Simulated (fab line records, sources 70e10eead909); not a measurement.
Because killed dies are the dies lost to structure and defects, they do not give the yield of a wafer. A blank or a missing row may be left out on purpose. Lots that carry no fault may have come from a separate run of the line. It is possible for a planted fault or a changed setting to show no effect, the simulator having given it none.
What tool caused it? :: flow nand-harc :: 39 wafers from 13 lots sampled at 5 of the route's 1302 steps

== WHAT THE GAUGES SHOWED, per wafer ==
NHARC_END_SORT_01. Usual: defect-limited-yield 91.5 %, standard deviation 2.9; killed-at-array 53, standard deviation 20; killed-at-other 1, standard deviation 1.2; killed-at-periphery 3.7, standard deviation 2.6; killed-dies 58, standard deviation 20; killed-open 3.5, standard deviation 1.8; killed-short 2.4, standard deviation 1.7; sort_bin_2_pct 3.1 %, standard deviation 1.3; sort_bin_3_pct 0.6 %, standard deviation 0.4; sort_bin_4_pct 4.9 %, standard deviation 1.7; sort-n-pass 619, standard deviation 20; sort-rim-yield-pct 92 %, standard deviation 4; sort-yield-pct 91.5 %, standard deviation 2.9.
lot: L304
measured: day 31 05:44
on: prober-01
defect-limited-yield (%): 91.0 88.8 88.8
killed-at-array: 61 75 72
killed-at-other: 0 0 1
killed-at-periphery: 0 1 3
killed-dies: 61 76 76
killed-open: 1 1 7
killed-short: 3 1 2
sort_bin_2_pct (%): 2.7 3.2 5.2
sort_bin_3_pct (%): 0.7 1.0 0.6
sort_bin_4_pct (%): 5.6 6.9 5.5
sort-n-pass: 616 601 601
sort-rim-yield-pct (%): 90 93 94
sort-yield-pct (%): 91.0 88.8 88.8
flag: 

== EACH LOT AND THE TOOL THAT RAN IT (in order: tool; ch and the chambers of the sampled wafers; start) ==
lot: L287
NHARC_A_M0_PRE_CLEAN_29: pvd-sputter-01, day 22 20:00 or earlier
NHARC_A_M0_PVD_20: pvd-sputter-01, day 22 20:00 or earlier
NHARC_A_M1_DEVELOP_08: litho-track-06 ch 0, day 22 20:00
NHARC_A_M1_PVD_20: pvd-sputter-01, no start

lot: L288
NHARC_A_M0_PRE_CLEAN_29: pvd-sputter-03, day 22 23:00 or earlier
NHARC_A_M0_PVD_20: pvd-sputter-03, day 22 23:00 or earlier
NHARC_A_M1_DEVELOP_08: litho-track-06 ch 0, day 22 23:00
NHARC_A_M1_PVD_20: pvd-sputter-01, no start

lot: L290
NHARC_A_M0_PRE_CLEAN_29: pvd-sputter-02, day 24 14:00 or earlier
NHARC_A_M0_PVD_20: pvd-sputter-02, day 24 14:00 or earlier
NHARC_A_M1_DEVELOP_08: litho-track-01 ch 0, day 24 14:00
NHARC_A_M1_PVD_20: pvd-sputter-01, no start

lot: L292
NHARC_A_M0_PRE_CLEAN_29: pvd-sputter-03, day 24 16:00 or earlier
NHARC_A_M0_PVD_20: pvd-sputter-03, day 24 16:00 or earlier
NHARC_A_M1_DEVELOP_08: litho-track-01 ch 0, day 24 16:00
NHARC_A_M1_PVD_20: pvd-sputter-03, no start

lot: L291
NHARC_A_M0_PRE_CLEAN_29: pvd-sputter-01, day 24 21:00 or earlier
NHARC_A_M0_PVD_20: pvd-sputter-01, day 24 21:00 or earlier
NHARC_A_M1_DEVELOP_08: litho-track-04 ch 0, day 24 21:00
NHARC_A_M1_PVD_20: pvd-sputter-01, no start

lot: L295
NHARC_A_M0_PRE_CLEAN_29: pvd-sputter-01, day 26 08:00 or earlier
NHARC_A_M0_PVD_20: pvd-sputter-01, day 26 08:00 or earlier
NHARC_A_M1_DEVELOP_08: litho-track-01 ch 0, day 26 08:00
NHARC_A_M1_PVD_20: pvd-sputter-02, no start

lot: L296
NHARC_A_M0_PRE_CLEAN_29: pvd-sputter-01, day 26 14:00 or earlier
NHARC_A_M0_PVD_20: pvd-sputter-01, day 26 14:00 or earlier
NHARC_A_M1_DEVELOP_08: litho-track-06 ch 0, day 26 14:00
NHARC_A_M1_PVD_20: pvd-sputter-03, no start

lot: L298
NHARC_A_M0_PRE_CLEAN_29: pvd-sputter-01, day 27 17:00 or earlier
NHARC_A_M0_PVD_20: pvd-sputter-01, day 27 17:00 or earlier
NHARC_A_M1_DEVELOP_08: litho-track-01 ch 0, day 27 17:00
NHARC_A_M1_PVD_20: pvd-sputter-03, no start

lot: L299
NHARC_A_M0_PRE_CLEAN_29: pvd-sputter-01, day 27 18:00 or earlier
NHARC_A_M0_PVD_20: pvd-sputter-01, day 27 18:00 or earlier
NHARC_A_M1_DEVELOP_08: litho-track-06 ch 0, day 27 18:00
NHARC_A_M1_PVD_20: pvd-sputter-03, no start

lot: L301
NHARC_A_M0_PRE_CLEAN_29: pvd-sputter-03, day 28 11:00 or earlier
NHARC_A_M0_PVD_20: pvd-sputter-03, day 28 11:00 or earlier
NHARC_A_M1_DEVELOP_08: litho-track-01 ch 0, day 28 11:00
NHARC_A_M1_PVD_20: pvd-sputter-02, no start

lot: L304
NHARC_A_M0_PRE_CLEAN_29: pvd-sputter-01, day 29 17:00 or earlier
NHARC_A_M0_PVD_20: pvd-sputter-01, day 29 17:00 or earlier
NHARC_A_M1_DEVELOP_08: litho-track-06 ch 0, day 29 17:00
NHARC_A_M1_PVD_20: pvd-sputter-01, day 31 05:44 or earlier

lot: L306
NHARC_A_M0_PRE_CLEAN_29: pvd-sputter-02, day 30 05:00 or earlier
NHARC_A_M0_PVD_20: pvd-sputter-02, day 30 05:00 or earlier
NHARC_A_M1_DEVELOP_08: litho-track-04 ch 0, day 30 05:00
NHARC_A_M1_PVD_20: pvd-sputter-03, no start

lot: L307
NHARC_A_M0_PRE_CLEAN_29: pvd-sputter-02, day 30 22:00 or earlier
NHARC_A_M0_PVD_20: pvd-sputter-02, day 30 22:00 or earlier
NHARC_A_M1_DEVELOP_08: litho-track-06 ch 0, day 30 22:00
NHARC_A_M1_PVD_20: pvd-sputter-01, no start
- NHARC_A_M0_PRE_CLEAN_29: time 30 s.
- NHARC_A_M0_PVD_20: deposits TaN, target thk 5 nm, time 8.06 s.
- NHARC_A_M1_DEVELOP_08: develop time 35 s.
- NHARC_A_M1_PVD_20: deposits TaN, target thk 5 nm, time 8.06 s.

== AS READ BY THE TOOLS THEMSELVES (means over the sampled wafers that have a number; for cases with no such wafer, the mark the record gives instead) ==
NHARC_A_M0_PRE_CLEAN_29. Usual: heater-power-w at 407 W, with a standard deviation of 41.
lot: L287
tool: pvd-sputter-01
heater-power-w (W): 401
flag: 

lot: L288
tool: pvd-sputter-03
heater-power-w (W): 412
flag: 

lot: L290
tool: pvd-sputter-02
heater-power-w (W): 419
flag: 

lot: L292
tool: pvd-sputter-03
heater-power-w (W): 385
flag: 

lot: L291
tool: pvd-sputter-01
heater-power-w (W): 413
flag: 

lot: L295
tool: pvd-sputter-01
heater-power-w (W): 410
flag: 

lot: L296
tool: pvd-sputter-01
heater-power-w (W): 378
flag: 

lot: L298
tool: pvd-sputter-01
heater-power-w (W): 413
flag: 

lot: L299
tool: pvd-sputter-01
heater-power-w (W): 376
flag: 

lot: L301
tool: pvd-sputter-03
heater-power-w (W): 456
flag: 

lot: L304
tool: pvd-sputter-01
heater-power-w (W): 412
flag: 

lot: L306
tool: pvd-sputter-02
heater-power-w (W): 384
flag: 

lot: L307
tool: pvd-sputter-02
heater-power-w (W): 389
flag: 

NHARC_A_M0_PVD_20. Usual: throttle-valve-pct at 29.3 %, with a standard deviation of 1.
lot: L287
tool: pvd-sputter-01
throttle-valve-pct (%): 29.3
flag: 

lot: L288
tool: pvd-sputter-03
throttle-valve-pct (%): 30.4
flag: 

lot: L290
tool: pvd-sputter-02
throttle-valve-pct (%): 29.2
flag: 

lot: L292
tool: pvd-sputter-03
throttle-valve-pct (%): 29.3
flag: 

lot: L291
tool: pvd-sputter-01
throttle-valve-pct (%): 29.0
flag: 

lot: L295
tool: pvd-sputter-01
throttle-valve-pct (%): 28.7
flag: 

lot: L296
tool: pvd-sputter-01
throttle-valve-pct (%): 29.0
flag: 

lot: L298
tool: pvd-sputter-01
throttle-valve-pct (%): 29.5
flag: 

lot: L299
tool: pvd-sputter-01
throttle-valve-pct (%): 28.9
flag: 

lot: L301
tool: pvd-sputter-03
throttle-valve-pct (%): 28.0
flag: 

lot: L304
tool: pvd-sputter-01
throttle-valve-pct (%): 29.7
flag: 

lot: L306
tool: pvd-sputter-02
throttle-valve-pct (%): 29.1
flag: 

lot: L307
tool: pvd-sputter-02
throttle-valve-pct (%): 28.8
flag: 

NHARC_A_M1_DEVELOP_08. Usual: developer-temp-C at 22.99 C, with a standard deviation of 0.1.
lot: L287
tool: litho-track-06
developer-temp-C (C): 23.01
flag: 

lot: L288
tool: litho-track-06
developer-temp-C (C): 22.98
flag: 

lot: L290
tool: litho-track-01
developer-temp-C (C): 22.97
flag: 

lot: L292
tool: litho-track-01
developer-temp-C (C): 22.77
flag: 

lot: L291
tool: litho-track-04
developer-temp-C (C): 22.98
flag: 

lot: L295
tool: litho-track-01
developer-temp-C (C): 22.97
flag: 

lot: L296
tool: litho-track-06
developer-temp-C (C): 22.97
flag: 

lot: L298
tool: litho-track-01
developer-temp-C (C): 23.14
flag: 

lot: L299
tool: litho-track-06
developer-temp-C (C): 22.93
flag: 

lot: L301
tool: litho-track-01
developer-temp-C (C): 22.99
flag: 

lot: L304
tool: litho-track-06
developer-temp-C (C): 22.07
flag: OFF

lot: L306
tool: litho-track-04
developer-temp-C (C): 22.99
flag: 

lot: L307
tool: litho-track-06
developer-temp-C (C): 22.05
flag: OFF

NHARC_A_M1_PVD_20. Usual: throttle-valve-pct at 29.3 %, with a standard deviation of 1.1.
lot: L287
tool: pvd-sputter-01
throttle-valve-pct (%): 29.6
flag: 

lot: L288
tool: pvd-sputter-01
throttle-valve-pct (%): 29.2
flag: 

lot: L290
tool: pvd-sputter-01
throttle-valve-pct (%): 29.3
flag: 

lot: L292
tool: pvd-sputter-03
throttle-valve-pct (%): 28.6
flag: 

lot: L291
tool: pvd-sputter-01
throttle-valve-pct (%): 29.9
flag: 

lot: L295
tool: pvd-sputter-02
throttle-valve-pct (%): 29.3
flag: 

lot: L296
tool: pvd-sputter-03
throttle-valve-pct (%): 29.4
flag: 

lot: L298
tool: pvd-sputter-03
throttle-valve-pct (%): 29.7
flag: 

lot: L299
tool: pvd-sputter-03
throttle-valve-pct (%): 29.1
flag: 

lot: L301
tool: pvd-sputter-02
throttle-valve-pct (%): 28.8
flag: 

lot: L304
tool: pvd-sputter-01
throttle-valve-pct (%): 28.9
flag: 

lot: L306
tool: pvd-sputter-03
throttle-valve-pct (%): 29.0
flag: 

lot: L307
tool: pvd-sputter-01
throttle-valve-pct (%): 30.1
flag: 

== THE ANSWER, worked out from the rows above alone ==
Rule: lot off if the mean of its wafers having a number is beyond 3 standard deviations from the usual mean. Also off: a lot with no number at a reading for which 4 or more lots have one. Where the step has rows for the other lots, those lots are counted as sound. The gauges are gone through in route order, then the tools' own readings, and for those a lot's mean is taken as printed above. At the first step where some lot is off, the reading lying furthest off is the one used; lots without a number count as furthest.
Off, at NHARC_A_M1_DEVELOP_08 on developer-temp-C: L304, L307.
A tool fits if, at that step or a process step before it, it ran every lot that is off, and no sound lot after the first of them. With no start given for some of its lots, NHARC_A_M0_PRE_CLEAN_29 uses the hours and lot order of NHARC_A_M1_DEVELOP_08. With no start given for some of its lots, NHARC_A_M0_PVD_20 uses the hours and lot order of NHARC_A_M1_DEVELOP_08. One candidate fits, namely litho-track-06 at NHARC_A_M1_DEVELOP_08. Its last sound lot is L299 (day 27 18:00), its first lot that is off L304 (day 29 17:00): a fault that began between those two fits.
On the lots that are off, the tool's own readings at NHARC_A_M1_DEVELOP_08 differ by more than 5 times the standard deviation of the sound lots' means, which bears it out; developer-temp-C reads 22.06 C there versus 22.97 C on the sound lots.

== WHAT THE SIMULATOR HAD PUT IN ==
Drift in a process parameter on litho-track-06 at NHARC_A_M1_DEVELOP_08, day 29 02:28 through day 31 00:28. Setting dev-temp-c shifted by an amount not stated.
Shown lots that were struck: L304, L307. The rule above reached the same finding.
